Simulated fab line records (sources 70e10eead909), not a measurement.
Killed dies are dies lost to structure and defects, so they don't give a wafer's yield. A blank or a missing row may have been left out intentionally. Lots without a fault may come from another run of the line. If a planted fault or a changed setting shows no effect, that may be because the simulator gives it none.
fab line records	flow nandHarc
record lots=13	wafers=39	lastDay=24
route steps=1159 shown A_CONTACT@940 A_BONDPAD@1059 THIN_TSV@1130 END@1159
lots untouched by any fault: they come from a run of this same line in which no faults occurred
startH: start of the lot's first displayed wafer, in hours after the record's first day	waitH: time in hours since the lot's previous step	" same as the row above	L1.1+2: a row that stands for several wafers	- either no value or no given start	* or withheld: withheld	< > ~ a bound
route shown NAME@n: a module of which the file shows steps, and the number in the route of the first	usual: the fault-free wafers' mean and standard deviation	same: alike in all rows	chamber/n: place in a boat	sites: readings site by site	_std_site: standard deviation across them	_edge_site: mean of outer sites minus mean of inner sites	radiusMm: how far each site lies from the wafer's centre	mask NAME#n: copy n	behind: the last tool/chamber to shape the wafer	hold: reason for holding the lot/hours on hold/outcome of the hold	device: which transistor (n, p or np) failed to switch	end of line: the same wafers' tests at the end of the route	step lacking rows: just its recipe	killed: dies that structure and defects cost at the first sort, which is not the same as the wafer's yield	map: the dies of a wafer, with x for killed, . for not killed, _ for no die there
set.NAME: the setting that was run; set.NAME@STEP: the one run at that earlier step	model.NAME: the simulator's own value behind a step, which no gauge read
a sample of lots followed through the steps of the route, with each step as a table and each wafer as a row
services: a tool's chamber out of use, with start hour (startH, from the record's first day; less than 0 if before it), hours out, and reason
## steps
# step NHARC_A_CONTACT_ETCH_89
# recipe targetDepthA=2600	overEtchFrac=0.3	timeS=475.3	ionEnergyEv=200	n2FlowSccm=150	h2FlowSccm=150	arFlowSccm=0	rfW=400	biasW=150	chemistry=N2/H2
# usual chamberPressureMTorr=30.005/0.029	drypumpMotorCurrentA=5.7/0.34	oesProductAu=1.000/0.0092	rfVppV=430.9/1.7	showerheadPlenumPTorr=2.05/0.048	throttleValvePct=14.171/0.0089
lot.wafer	tool	chamber	startH	waitH	chamberPressureMTorr	drypumpMotorCurrentA	oesProductAu	rfHoursCounterH	rfVppV	showerheadPlenumPTorr	throttleValvePct
L862.4	rieDiel-04	2	394.24	-	29.975	6.2	0.997	33	430.2	2.04	14.160
L862.2	"	3	"	"	30.020	5.7	1.004	35	431.2	2.01	14.161
L862.1	"	1	"	"	30.007	5.6	0.988	33	433.4	2.09	14.158
L866.1	rieDiel-02	1	399.41	-	30.042	5.5	0.999	13	432.9	2.13	14.173
L866.4	"	3	"	"	30.004	5.1	1.001	13	431.7	2.09	14.169
L866.6	"	0	"	"	30.044	5.5	1.003	-	431.7	2.04	14.162
L865.3	rieDiel-04	0	422.09	-	30.024	5.6	0.982	50	429.9	2.05	14.190
L865.4	"	1	"	"	30.008	5.6	1.007	44	432.0	2.09	14.169
L865.5	"	0	"	"	30.001	5.6	0.990	-	429.9	2.05	14.176
L869.3	rieDiel-04	2	427.70	-	29.972	6.2	1.005	44	432.3	2.04	14.170
L869.2	"	3	"	"	30.073	5.7	1.011	47	429.8	2.01	14.170
L869.5	"	2	"	"	29.964	6.2	1.003	-	430.3	2.04	14.179
L868.2	rieDiel-02	2	428.18	-	30.007	6.2	0.990	14	429.6	1.99	14.182
L868.3	"	3	"	"	30.060	5.1	0.984	20	430.9	2.08	14.156
L868.4	"	0	"	"	29.955	5.5	1.000	15	429.6	2.04	14.163
L867.1	rieDiel-04	0	434.24	-	29.992	5.6	0.990	52	431.3	2.05	14.165
L867.6	"	0	"	"	29.988	5.6	0.982	-	431.0	2.05	14.180
L867.5	"	1	"	"	29.973	5.6	1.003	-	430.1	2.09	14.183
L870.3	rieDiel-08	2	439.94	-	30.024	5.5	1.015	40	433.3	2.14	14.170
L870.2	"	0	"	"	30.057	5.2	1.019	50	428.8	1.98	14.166
L870.5	"	2	"	"	30.024	5.5	1.011	-	432.3	2.14	14.173
L872.3	rieDiel-02	0	452.85	-	30.003	5.5	1.006	19	430.9	2.03	14.177
L872.2	"	1	"	"	29.977	5.5	1.007	23	431.2	2.12	14.171
L872.6	"	1	"	"	30.014	5.5	0.999	-	433.2	2.12	14.167
L875.3	rieDiel-02	1	457.03	-	29.966	5.5	1.002	24	432.9	2.12	14.155
L875.5	"	3	"	"	30.041	5.2	1.003	-	430.8	2.08	14.177
L875.6	"	0	"	"	29.965	5.5	1.009	-	430.1	2.03	14.169
L874.3	rieDiel-02	2	458.68	-	30.015	6.2	0.999	20	428.6	1.99	14.175
L874.1	"	3	"	"	29.988	5.1	1.001	25	432.1	2.08	14.177
L874.5	"	2	"	"	29.965	6.1	1.013	-	427.9	1.98	14.167
L879.2	rieDiel-04	3	489.48	-	30.010	5.7	1.010	3	429.8	2.00	14.166
L879.4	"	0	"	"	29.975	5.6	0.997	4	431.9	2.04	14.173
L879.5	"	2	"	"	29.954	6.2	1.002	-	428.7	2.03	14.160
L881.3	rieDiel-04	1	518.25	-	30.018	5.7	0.999	16	431.2	2.07	14.173
L881.4	"	0	"	"	30.034	5.5	0.990	-	429.9	2.04	14.177
L881.5	"	1	"	"	30.012	5.6	1.001	-	432.6	2.07	14.175
L884.1	rieDiel-02	1	530.85	-	30.060	5.5	1.006	3	431.6	2.12	14.167
L884.6	"	2	"	"	30.035	6.2	1.001	-	429.0	1.98	14.163
L884.5	"	3	"	"	30.030	5.2	1.007	-	432.0	2.08	14.157
# step NHARC_A_BONDPAD_DEP_00
# recipe targetThkA=2500	tempC=370	targetThkNm=250	pressureTorr=3	flowSccm=200	rfW=450	material=SiCN
# usual heaterPowerOuterW=334/50	heaterPowerW=584/72
lot.wafer	tool	chamber	startH	waitH	heaterPowerOuterW	heaterPowerW
L862.2	pecvd-02	2	413.50	-	416	690
L862.1	"	0	"	"	247	478
L862.4	"	0	"	"	263	472
L866.1	pecvd-02	1	419.34	-	336	561
L866.4	"	1	"	"	343	546
L866.6	"	2	"	"	342	596
L865.3	pecvd-01	0	438.86	-	343	590
L865.4	"	0	"	"	350	577
L865.5	"	1	"	"	308	580
L868.2	pecvd-04	2	453.39	-	330	617
L868.3	"	0	"	"	377	664
L868.4	"	1	"	"	357	609
L869.2	pecvd-02	0	453.92	-	221	426
L869.3	"	1	"	"	302	511
L869.5	"	0	"	"	233	447
L867.1	pecvd-02	1	459.74	-	360	604
L867.5	"	0	"	"	217	420
L867.6	"	1	"	"	363	594
L870.2	pecvd-04	1	462.56	-	338	583
L870.3	"	0	"	"	341	623
L870.5	"	0	"	"	349	652
L872.2	pecvd-02	0	475.48	-	224	427
L872.3	"	2	"	"	456	736
L872.6	"	1	"	"	328	510
L875.3	pecvd-02	2	478.52	-	420	733
L875.6	"	1	"	"	349	574
L875.5	"	0	"	"	271	480
L874.1	pecvd-01	0	478.86	-	368	599
L874.3	"	1	"	"	318	583
L874.5	"	0	"	"	367	606
L879.2	pecvd-04	1	513.36	-	344	604
L879.4	"	2	"	"	279	531
L879.5	"	0	"	"	382	701
L881.3	pecvd-04	0	-	-	340	633
L881.5	"	1	"	"	350	592
L881.4	"	2	"	"	338	609
L884.1	pecvd-04	2	-	-	309	562
L884.5	"	1	"	"	372	615
L884.6	"	0	"	"	325	603
# step NHARC_THIN_TSV_PVD_51
# recipe targetThkA=1000	chamberPressurePa=5	material=Cu
# usual throttleValvePct=30.5/1.3
lot.wafer	tool	chamber	startH	waitH	throttleValvePct
L862.1	pvdSputter-02	-	-	-	31.1
L862.4	"	-	"	"	32.3
L862.2	"	-	"	"	30.6
L866.1	pvdSputter-02	-	-	-	30.6
L866.4	"	-	"	"	31.9
L866.6	"	-	"	"	30.6
L865.4	pvdSputter-01	-	-	-	30.2
L865.3	"	-	"	"	27.4
L865.5	"	-	"	"	32.4
L868.3	pvdSputter-03	-	-	-	30.2
L868.2	"	-	"	"	30.6
L868.4	"	-	"	"	30.3
L869.3	pvdSputter-02	-	-	-	31.7
L869.2	"	-	"	"	32.3
L869.5	"	-	"	"	31.6
L867.1	pvdSputter-03	-	-	-	29.9
L867.5	"	-	"	"	30.5
L867.6	"	-	"	"	29.7
L870.2	pvdSputter-01	-	-	-	30.3
L870.3	"	-	"	"	27.7
L870.5	"	-	"	"	32.3
L875.3	pvdSputter-01	-	-	-	27.8
L875.6	"	-	"	"	32.2
L875.5	"	-	"	"	30.3
L872.3	pvdSputter-01	-	-	-	27.8
L872.2	"	-	"	"	30.5
L872.6	"	-	"	"	27.7
L874.3	pvdSputter-02	-	-	-	30.8
L874.1	"	-	"	"	31.8
L874.5	"	-	"	"	32.1
L879.4	pvdSputter-03	-	-	-	30.2
L879.2	"	-	"	"	30.8
L879.5	"	-	"	"	30.1
L881.3	pvdSputter-03	-	-	-	30.7
L881.4	"	-	"	"	30.6
L881.5	"	-	"	"	30.1
L884.1	pvdSputter-01	-	-	-	30.1
L884.5	"	-	"	"	31.6
L884.6	"	-	"	"	30.1
# step NHARC_THIN_TSV_CD_MEAS_37
# usual cdNm=5001.0/2.7
lot.wafer	tool	chamber	startH	waitH	cdNm
L862.1	cdSem-01	-	440.37	-	5001.7
L862.2	"	-	"	"	4997.0
L862.4	"	-	"	"	4995.5
L866.1	cdSem-03	-	444.75	-	5000.6
L866.4	"	-	"	"	5000.9
L866.6	"	-	"	"	5003.0
L865.3	cdSem-02	-	465.51	-	5001.3
L865.4	"	-	"	"	5003.6
L865.5	"	-	"	"	5001.9
L868.2	cdSem-01	-	477.19	-	4998.0
L868.3	"	-	"	"	5002.7
L868.4	"	-	"	"	5000.7
L869.2	cdSem-03	-	478.84	-	4999.3
L869.3	"	-	"	"	5002.5
L869.5	"	-	"	"	5001.3
L867.1	cdSem-01	-	484.80	-	4997.6
L867.5	"	-	"	"	4996.2
L867.6	"	-	"	"	5002.0
L870.2	cdSem-03	-	485.99	-	5002.0
L870.3	"	-	"	"	5000.9
L870.5	"	-	"	"	5004.4
L875.3	cdSem-03	-	499.81	-	5001.7
L875.5	"	-	"	"	5003.5
L875.6	"	-	"	"	4997.5
L872.2	cdSem-03	-	500.60	-	5000.3
L872.3	"	-	"	"	5004.3
L872.6	"	-	"	"	4998.5
L874.1	cdSem-01	-	504.09	-	4999.0
L874.3	"	-	"	"	4995.1
L874.5	"	-	"	"	5002.2
L879.2	cdSem-01	-	541.86	-	5001.2
L879.4	"	-	"	"	5001.3
L879.5	"	-	"	"	5005.3
L881.3	cdSem-01	-	563.08	-	5002.9
L881.4	"	-	"	"	5003.5
L881.5	"	-	"	"	5002.8
L884.1	cdSem-02	-	577.08	-	5004.2
L884.5	"	-	"	"	5001.2
L884.6	"	-	"	"	5003.4
# step NHARC_END_SORT_01
# recipe tempC=25
# usual killedAtArray=28/8.6	killedAtOther=0.7/1.2	killedAtPeriphery=3.1/2.3	killedDies=32/8.7	killedOpen=3.2/1.7	killedShort=2.0/1.5
# same grossDies=677
lot.wafer	tool	chamber	startH	waitH	killedAtArray	killedAtOther	killedAtPeriphery	killedDies	killedOpen	killedShort
L879.2	prober-02	0	554.92	2.8	103	0	2	105	1	0
L879.4	prober-02	0	556.55	3.4	91	0	4	95	3	1
L879.5	prober-02	0	557.36	3.7	109	0	3	112	2	2
L881.3	prober-01	0	572.19	3.1	55	0	2	57	3	1
L881.4	prober-01	0	572.99	3.4	89	0	4	93	2	2
L881.5	prober-01	0	573.80	3.7	55	0	2	57	3	1
# killed by level:class
L879.2 A_CONTACT:unspecified=72 A_CHANNEL_HOLE_D1:chamberFilmFlake=21 A_STAIRCASE:chamberFilmFlake=4 A_CONTACT:chamberFilmFlake=2 A_BONDPAD:chamberFilmFlake=2 A_CONTACT:geometricParticle:open=1 P_ZERO_WELL:chamberFilmFlake=1 P_GATE:chamberFilmFlake=1
L879.4 A_CONTACT:unspecified=67 A_CHANNEL_HOLE_D1:chamberFilmFlake=15 P_ZERO_WELL:chamberFilmFlake=2 A_CONTACT:chamberFilmFlake=2 A_BONDPAD:chamberFilmFlake=2 P_CONTACT:geometricParticle:open=1 P_M2:geometricParticle:open=1 A_ONON_D1:geometricParticle:short=1
L879.5 A_CONTACT:unspecified=78 A_CHANNEL_HOLE_D1:chamberFilmFlake=22 P_ZERO_WELL:chamberFilmFlake=2 A_STAIRCASE:chamberFilmFlake=2 A_CONTACT:chamberFilmFlake=2 P_CONTACT:geometricParticle:open=1 A_ONON_D1:geometricParticle:short=1 A_CHANNEL_HOLE_D1:geometricParticle:short=1
L881.3 A_CONTACT:unspecified=28 A_CHANNEL_HOLE_D1:chamberFilmFlake=17 A_STAIRCASE:chamberFilmFlake=4 A_CONTACT:geometricParticle:open=2 P_M0:geometricParticle:open=1 A_SGD_CUT:geometricParticle:short=1 P_ZERO_WELL:chamberFilmFlake=1 A_SLIT:chamberFilmFlake=1
L881.4 A_CONTACT:unspecified=65 A_CHANNEL_HOLE_D1:chamberFilmFlake=19 P_GATE:chamberFilmFlake=3 A_ONON_D1:geometricParticle:open=1 A_CHANNEL_HOLE_D1:geometricParticle:short=1 A_WL_FILL:geometricParticle:short=1 A_CONTACT:geometricParticle:open=1 P_ZERO_WELL:chamberFilmFlake=1
L881.5 A_CHANNEL_HOLE_D1:chamberFilmFlake=24 A_CONTACT:unspecified=24 A_STAIRCASE:chamberFilmFlake=2 P_M1:geometricParticle:open=1 A_ONON_D1:geometricParticle:open=1 A_SLIT:geometricParticle:short=1 A_M0:geometricParticle:open=1 P_GATE:chamberFilmFlake=1
## services
tool	chamber	startH	hours	kind
pecvd-04	-	376.18	13.0	pm
pvdSputter-01	-	379.27	5.1	repair
pvdSputter-02	-	388.15	2.2	repair
pvdSputter-02	-	392.00	10.0	pm
rieDiel-02	2	399.59	5.1	repair
pvdSputter-01	-	415.18	3.1	repair
pvdSputter-03	-	426.72	1.4	repair
pecvd-04	-	435.24	1.0	repair
pvdSputter-03	-	458.03	10.0	pm
rieDiel-02	2	459.83	4.2	repair
rieDiel-02	1	462.89	1.5	repair
rieDiel-04	-	466.05	9.0	pm
rieDiel-02	2	475.63	6.5	repair
rieDiel-04	-	476.57	1.2	repair
pvdSputter-03	-	489.15	2.4	repair
rieDiel-02	-	504.83	9.0	pm
pecvd-04	-	509.00	0.2	repair
pvdSputter-01	-	514.09	10.0	pm
pecvd-02	-	515.24	13.0	pm
rieDiel-04	2	516.64	13.8	repair
rieDiel-02	-	542.62	4.3	repair
pvdSputter-01	-	551.68	9.0	repair
pecvd-04	-	557.18	13.0	pm
rieDiel-04	2	570.74	16.1	repair
## key
firstSign step=NHARC_END_SORT_01	reading=killedAtArray	direction=up	sigmas=6.5	usual=28	struck=84
effect step=NHARC_END_SORT_01	reading=killedDies	direction=up	sigmas=6.3	usual=32	struck=86
moreKillsBornAt NHARC_A_CONTACT_ETCH_89@rieDiel-04=334
metAt NHARC_A_CONTACT_ETCH_89
struckLots L879,L881
testerLeftOut L879,L881
notActingAt NHARC_A_BONDPAD_DEP_00,NHARC_THIN_TSV_PVD_51,NHARC_THIN_TSV_CD_MEAS_37
onsetBetween 434.24 489.48
fault kind=chamberParticleSource	tool=rieDiel-04	chamber=-	onsetH=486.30	steps=NHARC_A_CONTACT_ETCH_89	ratePerVisitCm2=0.60218	endH=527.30
# testerLeftOut: of these lots the tester's yield and bins aren't shown, on N5 and GAA mostly nor the transistor test; their killed dies are dies lost to structure and defects alone, not to doping, threshold or leakage, so they don't give the yield
